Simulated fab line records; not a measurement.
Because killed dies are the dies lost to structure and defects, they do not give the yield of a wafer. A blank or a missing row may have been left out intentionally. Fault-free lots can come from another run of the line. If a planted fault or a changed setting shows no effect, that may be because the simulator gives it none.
Struck lot and sound lot, side by side | flow n5-finfet | 16 out of 1938 route steps
Sound: wafers L171.2, L171.3, L171.4. Struck: wafer L183.2; the same lot's L183.1 was not struck, so it is left out; see the end for the cause.
At each step with rows: each side's tool, then ch and its chambers, then its first start. Under that, the readings that differ: sound wafers | struck wafers | difference of the means | sigmas: that difference in standard deviations of wafers without a fault.
alike: a reading whose means differ by less than 2 such deviations, as well as words and numbers matching on both sides. not compared: withheld readings; readings where some wafer has no value; bounds like >300 that might hide an equal value; numbers whose values overlap and for which the record gives no deviation.
Wherever a step has rows on one side only, a row that says differs or no value, or a row with sigmas, the two part there. Non-overlapping numbers with no deviation appear without sigmas and do not part them. A reading missing from all wafers of one side parts the sides only when that side holds two or more wafers.

first, 8 steps without rows for these wafers: N5_BEOL_M4_COAT_62 (time 60 s, resist thk 12 nm); N5_BEOL_M4_COAT_73 (time 60 s, resist thk 5 nm); N5_BEOL_M4_COAT_05 (resist thk 30 nm); N5_BEOL_M4_EBR_07; N5_BEOL_M4_SOFTBAKE_06 (time 60 s); N5_BEOL_M4_EXPOSE_08 (exposes mask M4); N5_BEOL_M4_PEB_09 (peb time 60 s); N5_BEOL_M4_DEVELOP_10 (develop time 30 s).
N5_BEOL_M4_CD_MEAS_11: the cd target is 16.79 nm.
  sound on cd-sem-01 ch 0, day 10 16:39; struck on cd-sem-02 ch 0, day 12 21:55
  alike: cd-nm
N5_BEOL_M4_OVL_MEAS_12:
  sound on overlay-02 ch 0, day 10 16:41; struck on overlay-01 ch 0, day 12 21:57
  alike: M4_OVL
N5_BEOL_M4_INSPECT_13: inspects for defects (brightfield).
  struck on defect-inspect-02, day 12 22:01; sound on defect-inspect-01, day 10 16:44
  alike: raw-defect-count
N5_BEOL_M4_DESCUM_16: chemistry O2, time 7 s.
  sound on rie-diel-05 ch 1,2,3, day 10 16:47; struck on rie-diel-04 ch 1, day 12 22:15
  reading                         | sound             | struck | difference | sigmas
  rf-hours-counter-h (h)          | 45 193 118        | 220    | +101       |
  rf-vpp-V (V)                    | 244.4 243.5 244.8 | 240.6  | -3.6       | -3
  showerhead-plenum-p-Torr (Torr) | 2.13 2.11 2.20    | 1.98   | -0.17      | -2
  alike: drypump-motor-current-A, oes-product-au, throttle-valve-pct
N5_BEOL_M4_ETCH_74: etches underlayer in N2/H2, target depth 6.5 nm, time 5.2 s.
  sound on rie-diel-05 ch 1,2,3, day 10 16:49; struck on rie-diel-04 ch 1, day 12 22:17
  reading                         | sound             | struck | difference | sigmas
  etch-rf-on-time-s (s)           | 4.99 4.85 5.14    | 7.01   | +2.02      | +7
  oes-product-au (a.u.)           | 0.75 0.67 0.66    | 0.50   | -0.19      | -2
  rf-hours-counter-h (h)          | 45 193 118        | 220    | +101       |
  rf-vpp-V (V)                    | 527.1 523.9 529.6 | 520.0  | -6.9       | -3
  showerhead-plenum-p-Torr (Torr) | 2.55 2.54 2.68    | 2.39   | -0.20      | -2
  alike: drypump-motor-current-A, throttle-valve-pct
N5_BEOL_M4_ETCH_63: etches SiARC in CF4, target depth 15.6 nm, time 26 s.
  sound on rie-diel-05 ch 1,2,3, day 10 16:50; struck on rie-diel-04 ch 1, day 12 22:18
  reading                         | sound             | struck | difference | sigmas
  etch-rf-on-time-s (s)           | 25.1 24.7 26.4    | 28.0   | +2.6       | +2
  rf-hours-counter-h (h)          | 45 193 118        | 220    | +101       |
  rf-vpp-V (V)                    | 184.6 185.0 184.7 | 182.2  | -2.6       | -2
  showerhead-plenum-p-Torr (Torr) | 2.16 2.13 2.23    | 2.01   | -0.16      | -2
  alike: drypump-motor-current-A, oes-product-au, throttle-valve-pct
N5_BEOL_M4_RC_MEAS_101:
  sound on prober-02 ch 0, day 11 00:52; struck on prober-02 ch 0, day 13 06:20
  alike: DIBL_N, DIBL_P, IOFF_N, IOFF_P, ION_N, ION_P, SS_N, SS_P, VT_N, VT_P
-- a jump in the record: the struck wafers' starts before and after are 5 days apart (it breaks off in module BEOL_M4 and resumes in module PASSIVATION, where the first step shown is number 1936 of the route) --
N5_PASSIVATION_PROBE_49:
  the record has rows for the struck wafers here (prober-02, day 17 22:56) and none for the sound ones

## WHERE THEY PART
Last at N5_PASSIVATION_PROBE_49 as far as this record goes, first at N5_BEOL_M4_DESCUM_16.

WHY: whatever the simulator had introduced
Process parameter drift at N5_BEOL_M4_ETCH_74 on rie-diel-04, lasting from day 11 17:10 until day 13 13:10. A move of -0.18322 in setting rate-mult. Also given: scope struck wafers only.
